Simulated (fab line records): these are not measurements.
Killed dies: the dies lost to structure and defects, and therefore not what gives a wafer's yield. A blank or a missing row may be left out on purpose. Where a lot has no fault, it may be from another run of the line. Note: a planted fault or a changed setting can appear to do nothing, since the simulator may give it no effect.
Chamber matching	flow n5_finfet	N5_BEOL_M13_ETCH_38 on rie_diel-05 has 4 sister chambers
The step etches SiCN in CF4/N2, target depth 67.5 nm, time 71.9 s. 4 wafers are shown with their chamber, then 9 later ones without.

## WAFERS, EACH WITH ITS CHAMBER
wafer	chamber	showerhead_plenum_p_Torr (Torr)
L084.5	1	2.09
L088.1	0	2.14
L088.4	3	2.29
L088.5	2	2.02

## WAFERS WITHOUT THEIR CHAMBER
wafer	showerhead_plenum_p_Torr (Torr)
L092.2	2.14
L092.4	2.29
L092.5	2.02
L096.2	2.28
L096.3	2.01
L096.5	2.28
L094.1	2.01
L094.4	2.28
L094.5	2.01

## EACH ONE'S CHAMBER
wafer	from the rows above	in truth
L092.2	0	0
L092.4	3	3
L092.5	2	2
L096.2	3	3
L096.3	2	2
L096.5	3	3
L094.1	2	2
L094.4	3	3
L094.5	2	2
9 of 9 placed correctly. Number that these rows cannot place: 0. Number placed wrongly: 0.
How it was worked out, from the rows above alone: a wafer's distance from a chamber is the root of the sum, over the readings, of the square of ((its reading less the chamber's mean) divided by the reading's scatter). If the next closest chamber is less than 2 further off than the closest, the wafer can't be placed; otherwise it belongs to the closest. A chamber's mean is the mean of its shown wafers. The scatter: root of mean squared gap, hidden wafer to nearest shown wafer, with one shown wafer a chamber.
